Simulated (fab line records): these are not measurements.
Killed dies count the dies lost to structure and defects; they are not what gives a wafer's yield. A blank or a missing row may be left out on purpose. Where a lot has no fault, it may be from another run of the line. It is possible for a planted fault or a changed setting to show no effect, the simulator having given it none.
Problem report, 8D (eight disciplines) form, completed by code	flow n5 finfet	the parts of the form that need people (team, actions taken, sign-off) are left out

## 1. THE ISSUE
VT_N_LONG at N5_BEOL_M4_RC_MEAS_101 reads a mean of 307.4 mV on 2 wafers of 2 lots; wafers without a fault read 274.8 mV with a standard deviation of 1.9. Measured from the usual mean, that is +17 standard deviations.
The first sign was on wafer L396.4 at day 10 04:37, on prober-02. The record has a number at this step for 24 wafers belonging to 8 lots. Rule for "out" (also "out of limits"): further than 4 standard deviations from the usual mean. All remaining wafers that have a number are taken as sound.

## 2. WHAT IT IS AND WHAT IT IS NOT
question	is	is not
which readings at this step	VT_N_LONG, IOFF_N_LONG, IOFF_P_LIN, IOFF_P_LONG, ION_N, VT_N, VT_N_LVT, VT_P_LVT	DIBL_P, SS_P
which lots	L396, L398	L391, L392, L403, L405, L408, L409
which wafers of those lots	L396.4, L398.2	L396.2, L396.5, L398.3, L398.4
read on which gauges	prober-02	prober-01
when	from day 10 04:37	up to then (8 sound wafers); but 14 sound wafers of L398, L403, L405, L408, L409 came after

## 3. THE SUSPECTS, EACH WITH WHAT RULES IT OUT
Counting: any tool at a process step up to the reading remains a suspect provided it ran every lot that is out. Sound lots after the first of them don't rule it out here, since some wafers of a struck lot are sound.
- the gauge at N5_BEOL_M4_RC_MEAS_101: kept. All the wafers that are out were read on prober-02, and no step on other tools shows them out.
- ald metal-02 at N5_HKMG_FIN_ALD_91 (deposits TiN, target thk 1 nm, pulse time 1 s, purge time 3 s): kept. Every lot that is out went through it, the first being L396 (day 6 12:19); the last sound lot it ran before that was L392 (day 5 13:17).
- rie diel-05 at N5_HKMG_FIN_STRIP_89 (strips SOC in N2/H2, time 20 s): kept. Every lot that is out went through it, the first being L396 (day 6 12:43); the last sound lot it ran before that was L392 (day 5 13:47).
- ald metal-02, N5_HKMG_FIN_ALD_91: wafers that are out in chamber 2, sound lot-mates in chambers 0, 1, 3.
Still standing after the count: ald metal-02 at N5_HKMG_FIN_ALD_91, rie diel-05 at N5_HKMG_FIN_STRIP_89, prober-02 at N5_BEOL_M4_RC_MEAS_101.

## 4. THE CAUSE (what the simulator had put in)
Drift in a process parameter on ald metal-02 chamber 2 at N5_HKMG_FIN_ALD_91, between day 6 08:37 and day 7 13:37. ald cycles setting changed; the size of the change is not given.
Counting leaves 3 suspects; this tool is one of them.

## 5. SEQUENCE OF EFFECTS, ordered by route
Each row: a reading where the mean over the struck wafers with a number is more than 3 standard deviations away from the usual. Readings are gone through only where the record gives a usual standard deviation; hours: the median, over the lots, of the time from a lot's start at the first step in this table giving one to that lot's start at this step; sigmas: the change measured in usual standard deviations.
hours	step	reading	usual	on struck wafers	change	sigmas
0	N5_BEOL_M4_RC_MEAS_101	IOFF_N	0.15 nA/um	0.06	-0.10	-3.1
0	N5_BEOL_M4_RC_MEAS_101	IOFF_N_85C	3.0 nA/um	1.4	-1.6	-3.2
0	N5_BEOL_M4_RC_MEAS_101	IOFF_N_LIN	0.071 nA/um	0.026	-0.045	-3.7
0	N5_BEOL_M4_RC_MEAS_101	IOFF_N_LONG	5.57e-05 nA/um	3.18e-05	-2.39e-05	-8.9
0	N5_BEOL_M4_RC_MEAS_101	IOFF_P	0.21 nA/um	0.35	+0.14	+3.9
0	N5_BEOL_M4_RC_MEAS_101	IOFF_P_85C	3.6 nA/um	5.7	+2.1	+4.0
0	N5_BEOL_M4_RC_MEAS_101	IOFF_P_LIN	0.098 nA/um	0.165	+0.067	+4.8
0	N5_BEOL_M4_RC_MEAS_101	IOFF_P_LONG	0.000108 nA/um	0.000157	+0.000049	+5.9
0	N5_BEOL_M4_RC_MEAS_101	ION_N	672 uA/um	612	-60	-4.7
0	N5_BEOL_M4_RC_MEAS_101	VT_N	250 mV	281	+31	+9.1
0	N5_BEOL_M4_RC_MEAS_101	VT_N_LONG	274.8 mV	307.4	+32.6	+17
0	N5_BEOL_M4_RC_MEAS_101	VT_N_LVT	99 mV	131	+32	+9.7
0	N5_BEOL_M4_RC_MEAS_101	VT_P	-250 mV	-238	+12	+3.7
0	N5_BEOL_M4_RC_MEAS_101	VT_P_LONG	-275.0 mV	-264.1	+10.9	+3.8
0	N5_BEOL_M4_RC_MEAS_101	VT_P_LVT	-99.3 mV	-87.0	+12.3	+4.3
106	N5_PASSIVATION_PROBE_49	sort_bin_8_speed	0.01 %	85.09	+85.08	+99 or more
106	N5_PASSIVATION_PROBE_49	sort n pass	1081	84	-997	-66
106	N5_PASSIVATION_PROBE_49	sort yield pct	91.6 %	7.2	-84.4	-70
Process steps it contains:
- N5_PASSIVATION_PROBE_49

## 6. HOW IT WOULD HAVE BEEN CAUGHT EARLIER
92 hours passed between the start of the fault at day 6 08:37 and the first reading out of limits at a measuring or inspecting step in this record, taken at day 10 04:37.
Of the tool readings at N5_HKMG_FIN_ALD_91 for which the record gives a usual standard deviation, none was out on any struck wafer, so an alarm limit of 4 standard deviations on them would not have fired.
Lots out: 2; all had begun N5_HKMG_FIN_ALD_91 on ald metal-02 by day 10 04:37. Had the tool been put on hold then, not one of them would have been saved.
